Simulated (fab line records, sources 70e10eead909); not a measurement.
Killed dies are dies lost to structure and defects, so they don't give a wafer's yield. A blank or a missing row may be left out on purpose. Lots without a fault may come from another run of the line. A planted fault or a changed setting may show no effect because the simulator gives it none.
fab line records | flow nand_harc
record lots=14 wafers=42 last_day=24
route steps=1159 shown P_ZERO_WELL@68 P_STI@89
lots that met no fault: from a run of the same line without faults
start_h: hours from the record's first day to the start of the lot's first wafer shown | wait_h: hours since the lot's step before | " the same as in the row above | L1.1+2: a row that stands for several wafers | - no value, or no start given | * or withheld: withheld | < > ~ a bound
route shown NAME@n: a module of which the file shows steps, and the number in the route of the first | usual: mean/standard deviation of fault-free wafers | same: alike in all rows | chamber/n: place in a boat | sites: the reading at each site | _std_site: their standard deviation | _edge_site: outer sites' mean less inner sites' | radius_mm: how far each site lies from the wafer's centre | mask NAME#n: copy n | behind: the tool/chamber that last shaped the wafer | hold: why the lot was held/for how many hours/how that ended | device: the transistor (n, p or np) that didn't switch | end of line: the same wafers' tests at the end of the route | a step without rows: its recipe alone | killed: dies lost to structure and defects at the first sort, not the wafer's yield | map: a wafer's dies, x killed, . not, _ none there
set.NAME: the setting as run; set.NAME@STEP: as run at that earlier step | model.NAME: the simulator's own value behind a step, which no gauge read
steps of the route over a sample of lots; a table a step, a row a wafer
services: from which hour (start_h, from the record's first day; less than 0 if before it) a tool's chamber was out of use, for how many hours, and why
## steps
# step NHARC_P_ZERO_WELL_INSPECT_43
# usual raw_defect_count=14/5.6
# columns lot.wafer tool chamber start_h wait_h raw_defect_count
L866.2 defect_inspect-02 - 19.72 0.5 9
L866.3 " - " " 16
L866.5 " - " " 27
L868.1 defect_inspect-02 - 31.99 0.6 11
L868.2 " - " " 17
L868.6 " - " " 16
L870.1 defect_inspect-02 - 43.66 0.6 18
L870.2 " - " " 17
L870.3 " - " " 14
L875.2 defect_inspect-01 - 73.91 0.5 11
L875.3 " - " " 13
L875.4 " - " " 12
L876.1 defect_inspect-02 - 79.46 0.6 6
L876.2 " - " " 20
L876.6 " - " " 10
L881.1 defect_inspect-02 - 109.69 0.6 25
L881.2 " - " " 10
L881.3 " - " " 13
L882.1 defect_inspect-01 - 115.39 0.6 15
L882.5 " - " " 18
L882.6 " - " " 13
L883.2 defect_inspect-01 - 121.73 0.5 10
L883.5 " - " " 15
L883.6 " - " " 11
L884.1 defect_inspect-02 - 128.00 0.6 7
L884.2 " - " " 13
L884.4 " - " " 6
L885.3 defect_inspect-01 - 133.58 0.4 15
L885.5 " - " " 18
L885.6 " - " " 16
L886.2 defect_inspect-02 - 140.20 0.5 21
L886.3 " - " " 14
L886.6 " - " " 15
L887.1 defect_inspect-02 - 145.53 0.6 30
L887.2 " - " " 16
L887.5 " - " " 19
L888.2 defect_inspect-02 - 151.75 0.5 15
L888.3 " - " " 15
L888.6 " - " " 25
L889.1 defect_inspect-02 - 157.73 0.6 6
L889.2 " - " " 12
L889.4 " - " " 9
# step NHARC_P_STI_ETCH_31
# recipe target_depth_a=1089 time_s=54.5 cf4_flow_sccm=100 chf3_flow_sccm=30 ar_flow_sccm=0 rf_w=500 bias_w=200 chemistry=CF4/CHF3
# usual drypump_motor_current_A=5.8/0.36 oes_product_au=0.964/0.014 rf_vpp_V=370.2/2 showerhead_plenum_p_Torr=1.56/0.05 throttle_valve_pct=16.802/0.0087
# columns lot.wafer tool chamber start_h wait_h drypump_motor_current_A oes_product_au rf_hours_counter_h rf_vpp_V showerhead_plenum_p_Torr throttle_valve_pct
L866.2 rie_diel-10 3 - - 5.9 0.953 1.1 368.6 1.49 16.812
L866.3 " 2 " " 5.4 0.956 1.3 370.0 1.53 16.798
L866.5 " 0 " " 5.5 0.946 - 369.5 1.58 16.818
L868.1 rie_diel-09 3 - - 5.5 0.963 4.9 367.0 1.47 16.809
L868.2 " 0 " " 5.8 0.958 4.6 370.6 1.55 16.798
L868.6 " 2 " " 5.6 0.967 - 368.5 1.51 16.813
L870.2 rie_diel-03 0 - - 6.2 0.972 0.2 371.2 1.63 16.809
L870.3 " 1 " " 6.2 0.987 0.2 370.7 1.58 16.790
L870.1 " 3 " " 6.3 0.970 0.2 373.2 1.63 16.803
L875.4 rie_diel-03 3 - - 6.3 0.954 2.8 373.1 1.63 16.807
L875.3 " 0 " " 6.2 0.981 3.5 372.7 1.62 16.778
L875.2 " 2 " " 5.3 0.960 2.8 370.0 1.59 16.806
L876.2 rie_diel-09 1 - - 5.9 0.975 0.4 374.5 1.65 16.801
L876.1 " 2 " " 5.6 0.965 0.4 367.8 1.51 16.802
L876.6 " 0 " " 5.8 0.970 - 370.0 1.55 16.806
L881.1 rie_diel-10 3 - - 5.9 0.960 3.1 367.7 1.49 16.782
L881.3 " 0 " " 5.4 0.967 3.0 370.8 1.57 16.797
L881.2 " 1 " " 5.6 0.976 2.8 370.2 1.54 16.798
L882.1 rie_diel-09 1 - - 5.9 0.985 1.9 372.5 1.65 16.803
L882.6 " 0 " " 5.8 0.971 - 370.1 1.55 16.794
L882.5 " 1 " " 5.9 0.974 - 373.3 1.65 16.802
L883.2 rie_diel-03 0 - - 6.2 0.967 7.2 371.7 1.62 16.803
L883.5 " 2 " " 5.3 0.987 - 370.8 1.59 16.814
L883.6 " 3 " " 6.4 0.970 - 373.7 1.63 16.797
L884.2 rie_diel-03 3 - - 6.3 0.975 5.9 372.3 1.63 16.813
L884.1 " 0 " " 6.2 0.981 7.4 372.5 1.62 16.798
L884.4 " 1 " " 6.2 0.968 6.9 371.5 1.58 16.805
L885.3 rie_diel-03 3 - - 6.3 0.939 6.0 371.3 1.63 16.810
L885.5 " 3 " " 6.3 0.945 - 372.6 1.63 16.813
L885.6 " 0 " " 6.2 0.947 - 372.6 1.62 16.811
L886.3 rie_diel-10 2 - - 5.4 0.955 4.1 369.4 1.53 16.803
L886.2 " 0 " " 5.4 0.965 4.1 371.5 1.57 16.806
L886.6 " 2 " " 5.4 0.952 - 369.1 1.53 16.786
L887.1 rie_diel-10 0 - - 5.4 0.979 4.2 369.4 1.57 16.811
L887.2 " 1 " " 5.5 0.974 3.9 369.4 1.54 16.795
L887.5 " 3 " " 5.9 0.959 - 368.1 1.49 16.802
L888.2 rie_diel-10 0 - - 5.4 0.966 4.5 370.1 1.57 16.793
L888.3 " 3 " " 5.9 0.956 4.6 368.2 1.49 16.795
L888.6 " 1 " " 5.5 0.975 - 370.6 1.54 16.810
L889.1 rie_diel-03 0 - - 6.2 0.935 9.1 372.5 1.62 16.796
L889.2 " 1 " " 6.2 0.927 8.7 370.8 1.58 16.795
L889.4 " 3 " " 6.3 0.928 7.8 371.6 1.63 16.801
# step NHARC_P_STI_ETCH_15
# recipe target_depth_a=3000 taper_deg=4 time_s=100.1 hbr_flow_sccm=150 cl2_flow_sccm=50 rf_w=400 icp_w=400 bias_w=100 chemistry=HBr/Cl2
# usual drypump_motor_current_A=5.7/0.55 he_backside_leak_sccm=2.70/0.25 oes_product_au=1.000/0.0075 throttle_valve_pct=26.406/0.0085
# columns lot.wafer tool chamber start_h wait_h drypump_motor_current_A he_backside_leak_sccm oes_product_au rf_hours_counter_h throttle_valve_pct
L866.2 rie_si-02 1 45.77 - 6.5 2.76 1.015 0.1 26.403
L866.3 " 3 " " 5.5 2.27 1.003 0.0 26.401
L866.5 " 2 " " 6.2 3.03 0.998 - 26.404
L868.1 rie_si-05 2 46.05 - 5.0 2.63 1.004 1.0 26.408
L868.2 " 3 " " 5.7 2.71 1.014 1.0 26.404
L868.6 " 2 " " 5.0 2.51 1.003 - 26.421
L870.3 rie_si-02 0 59.47 - 4.8 2.50 1.015 0.1 26.388
L870.1 " 2 " " 6.2 2.76 1.013 0.2 26.412
L870.2 " 3 " " 5.5 2.27 1.007 0.1 26.401
L875.4 rie_si-04 2 91.63 - 5.7 2.41 1.007 1.2 26.409
L875.3 " 3 " " 5.7 2.97 1.001 1.2 26.408
L875.2 " 1 " " 5.6 2.97 0.995 1.4 26.416
L876.1 rie_si-02 0 95.32 - 4.8 2.61 0.999 0.4 26.397
L876.2 " 2 " " 6.2 2.85 0.998 0.4 26.403
L876.6 " 0 " " 4.8 2.64 1.013 - 26.400
L881.1 rie_si-04 2 125.49 - 5.7 2.45 1.002 0.1 26.406
L881.3 " 0 " " 5.6 2.27 1.007 0.1 26.400
L881.2 " 1 " " 5.6 2.92 0.995 0.2 26.395
L882.1 rie_si-02 3 132.82 - 5.5 2.20 1.003 0.7 26.412
L882.5 " 2 " " 6.2 2.63 1.003 - 26.413
L882.6 " 3 " " 5.5 2.21 0.992 - 26.412
L883.2 rie_si-05 3 138.62 - 5.7 2.78 0.987 0.3 26.392
L883.6 " 2 " " 5.0 2.39 0.991 - 26.400
L883.5 " 3 " " 5.7 2.80 0.980 - 26.405
L884.2 rie_si-02 3 144.76 - 5.5 2.42 0.999 0.8 26.405
L884.4 " 0 " " 4.8 2.70 1.000 0.8 26.401
L884.1 " 1 " " 6.5 2.76 1.011 0.9 26.396
L885.3 rie_si-02 1 149.66 - 6.6 2.86 0.994 1.0 26.410
L885.5 " 1 " " 6.6 2.89 1.005 - 26.414
L885.6 " 2 " " 6.2 2.90 0.993 - 26.395
L886.3 rie_si-02 1 157.01 - 6.5 2.81 1.003 1.1 26.398
L886.2 " 2 " " 6.2 2.88 1.001 1.1 26.413
L886.6 " 0 " " 4.8 2.67 1.002 - 26.418
L887.1 rie_si-04 1 161.56 - 5.6 2.95 0.991 0.3 26.400
L887.2 " 0 " " 5.6 2.40 1.007 0.3 26.413
L887.5 " 2 " " 5.8 2.39 1.002 - 26.407
L888.3 rie_si-02 3 169.94 - 5.5 2.31 0.994 1.0 26.400
L888.2 " 1 " " 6.5 2.79 0.996 1.2 26.410
L888.6 " 3 " " 5.5 2.38 0.991 - 26.391
L889.1 rie_si-05 2 174.28 - 5.0 2.61 1.002 0.7 26.414
L889.2 " 3 " " 5.7 2.81 1.008 0.6 26.402
L889.4 " 0 " " 6.4 2.88 0.991 0.6 26.412
# step NHARC_P_STI_OXIDE_33
# recipe target_thk_a=100 temp_c=1000 ox_time_s=281 material=SiO2
# usual ox_temp_c=1000.1/0.36 ox_time_s=281/0 zone_power_top_pct=44.1/2.8
# columns lot.wafer tool chamber start_h wait_h ox_temp_c ox_time_s zone_power_top_pct
L866.2 furnace-03 0 53.12 6.6 999.4 281 44.2
L866.3 " 0 " " 999.7 281 43.9
L866.5 " 0 " " 1000.4 281 44.3
L868.1 furnace-03 0 53.12 6.3 999.9 281 44.8
L868.2 " 0 " " 1000.5 281 44.0
L868.6 " 0 " " 1000.2 281 43.6
L870.1 furnace-04 0 63.88 3.6 999.5 281 47.4
L870.2 " 0 " " 1000.5 281 47.4
L870.3 " 0 " " 1000.1 281 47.0
L875.2 furnace-03 - 99.33 6.9 - - -
L875.3 " - " " - - -
L875.4 " - " " - - -
L876.1 furnace-03 - 99.33 3.3 - - -
L876.2 " - " " - - -
L876.6 " - " " - - -
L881.1 furnace-03 0 130.33 4.1 1000.5 281 44.3
L881.2 " 0 " " 1000.0 281 44.1
L881.3 " 0 " " 999.7 281 43.4
L882.1 furnace-08 0 137.29 3.7 1000.6 281 40.2
L882.5 " 0 " " 1000.1 281 40.3
L882.6 " 0 " " 999.6 281 39.7
L883.2 furnace-03 0 143.12 3.7 999.7 281 44.2
L883.5 " 0 " " 1000.0 281 43.2
L883.6 " 0 " " 999.3 281 43.7
L884.1 furnace-04 0 149.15 3.6 999.9 281 46.5
L884.2 " 0 " " 999.7 281 46.5
L884.4 " 0 " " 1000.2 281 46.5
L885.3 furnace-04 0 158.00 7.5 1000.7 281 47.5
L885.5 " 0 " " 1000.3 281 46.8
L885.6 " 0 " " 999.8 281 47.5
L886.2 furnace-04 0 158.00 0.2 1000.1 281 46.3
L886.3 " 0 " " 999.6 281 47.5
L886.6 " 0 " " 999.9 281 46.8
L887.1 furnace-04 0 166.02 3.7 999.7 281 47.1
L887.2 " 0 " " 999.8 281 46.3
L887.5 " 0 " " 999.7 281 47.2
L888.2 furnace-08 0 175.20 4.5 1000.1 281 40.3
L888.3 " 0 " " 1000.4 281 39.6
L888.6 " 0 " " 1000.7 281 40.0
L889.1 furnace-08 0 175.20 0.2 1000.0 281 39.3
L889.2 " 0 " " 1000.7 281 40.4
L889.4 " 0 " " 1000.2 281 39.8
## services
# columns tool chamber start_h hours kind
rie_si-02 3 33.67 3.4 repair
rie_si-02 - 34.00 9.0 pm
rie_si-02 0 34.00 9.0 vent_cycle
rie_si-02 1 34.00 9.0 vent_cycle
rie_si-02 2 34.00 9.0 vent_cycle
rie_diel-03 - 38.42 9.0 pm
rie_diel-09 1 40.96 19.5 repair
rie_si-05 0 45.71 1.1 repair
rie_diel-10 - 46.16 1.1 repair
rie_si-04 3 56.22 1.1 repair
rie_si-05 - 62.00 9.0 pm
rie_diel-10 1 64.74 7.9 repair
rie_diel-03 1 67.69 3.8 repair
rie_diel-09 1 69.86 2.7 repair
rie_diel-03 1 75.19 4.5 repair
rie_diel-09 - 77.10 9.0 pm
rie_diel-10 0 88.93 3.2 repair
rie_si-04 - 99.06 9.0 pm
rie_si-05 3 122.67 3.3 repair
furnace-03 - 135.27 6.4 repair
rie_diel-09 0 144.79 3.3 repair
rie_diel-10 - 151.66 0.2 repair
rie_diel-09 1 157.88 4.2 repair
rie_diel-09 0 168.54 1.2 repair
## key
first_sign step=NHARC_P_STI_OXIDE_33 reading=tool_record direction=missing
effect none on later readings
met_at NHARC_P_STI_OXIDE_33
struck_lots L875,L876
later_rows_left_out L875.2,L875.3,L875.4,L876.1,L876.2,L876.6
sort_left_out L875.2,L875.3,L875.4,L876.1,L876.2,L876.6
tester_left_out L875,L876
not_acting_at NHARC_P_ZERO_WELL_INSPECT_43,NHARC_P_STI_ETCH_31,NHARC_P_STI_ETCH_15
onset_between 53.12 99.33
fault kind=skipped_step_whole tool=furnace-03 chamber=- onset_h=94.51 steps=NHARC_P_STI_OXIDE_33 scope=struck_lots_only
# tester_left_out: of these lots the tester's yield and bins aren't shown, on N5 and GAA mostly nor the transistor test; their killed dies are dies lost to structure and defects alone, not to doping, threshold or leakage, so they don't give the yield
# sort_left_out: the simulated sort isn't trusted on such a fault, so these wafers' sort isn't shown, and their yield isn't known
# later_rows_left_out: the simulator's readings of these wafers behind a module that went badly wrong aren't trusted and aren't shown, but for the sort
